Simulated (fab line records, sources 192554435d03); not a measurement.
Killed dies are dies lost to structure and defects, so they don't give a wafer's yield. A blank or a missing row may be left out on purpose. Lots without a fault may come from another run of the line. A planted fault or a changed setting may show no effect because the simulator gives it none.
Which tool did it? | flow n5_finfet | 12 lots, 31 wafers sampled, at 2 steps of a route of 1938

WHAT THE GAUGES READ, wafer by wafer
N5_BEOL_M11_OVL_MEAS_12. Usual: M11_OVL -0.1 nm, standard deviation 0.83.
lot  | measured     | on         | M11_OVL (nm)   | flag
L575 | day 12 21:40 | overlay-02 | 0.1 -0.8 0.2   |
L577 | day 13 03:26 | overlay-02 | -0.3 -0.1 1.6  |
L576 | day 13 07:30 | overlay-01 | 0.3 -0.3       |
L579 | day 13 14:30 | overlay-01 | -0.4 -0.4      |
L581 | day 14 11:22 | overlay-02 | 0.6 0.1 -0.1   |
L585 | day 15 07:06 | overlay-02 | -1.6 -1.1      |
L584 | day 15 09:37 | overlay-02 | -0.6 0.4       |
L587 | day 15 10:05 | overlay-01 | 0.1 0.6        |
L588 | day 16 09:01 | overlay-01 | 0.5 0.4 0.3    |
L591 | day 16 23:11 | overlay-01 | -0.1 -0.3 1.0  |
L589 | day 17 02:45 | overlay-02 | 1.1 -0.6 -0.7  |
L593 | day 18 05:53 | overlay-01 | -0.2 -0.8 -0.4 |

WHICH TOOL RAN EACH LOT (tool, then ch and the chambers of the sampled wafers, then the start)
lot  | N5_BEOL_M10_SURFACE_TREAT_76
L575 | pvd_sputter-02, day 12 17:29
L577 | pvd_sputter-02, day 12 22:34
L576 | pvd_sputter-03, day 13 04:14
L579 | pvd_sputter-02, day 13 09:48
L581 | pvd_sputter-03, day 14 07:19
L585 | pvd_sputter-02, day 15 00:10
L584 | pvd_sputter-03, day 15 05:33
L587 | pvd_sputter-02, day 15 06:04
L588 | pvd_sputter-02, day 16 03:04
L591 | pvd_sputter-03, day 16 15:45
L589 | pvd_sputter-01, day 16 23:26
L593 | pvd_sputter-02, day 18 02:26
- N5_BEOL_M10_SURFACE_TREAT_76

WHAT THE TOOLS THEMSELVES READ (means of the sampled wafers that have a number; where no wafer has one, the mark that the record gives instead)
The record holds no such reading with a usual standard deviation.

THE ANSWER, worked out from the rows above alone
Rule: a lot is off if the mean of its wafers that have a number lies more than 3 standard deviations from the usual mean. A lot without any number at a reading at which 4 lots or more have one is off too. The other lots that the step has rows for count as sound. The gauges are gone through in route order, then the tools' own readings, and for those a lot's mean is taken as printed above. The first step at which some lot is off is used, and at that step the reading that is off furthest; a lot without a number counts as furthest.
No lot is off at any reading shown: from this, nothing can be told.

WHAT THE SIMULATOR HAD PUT IN
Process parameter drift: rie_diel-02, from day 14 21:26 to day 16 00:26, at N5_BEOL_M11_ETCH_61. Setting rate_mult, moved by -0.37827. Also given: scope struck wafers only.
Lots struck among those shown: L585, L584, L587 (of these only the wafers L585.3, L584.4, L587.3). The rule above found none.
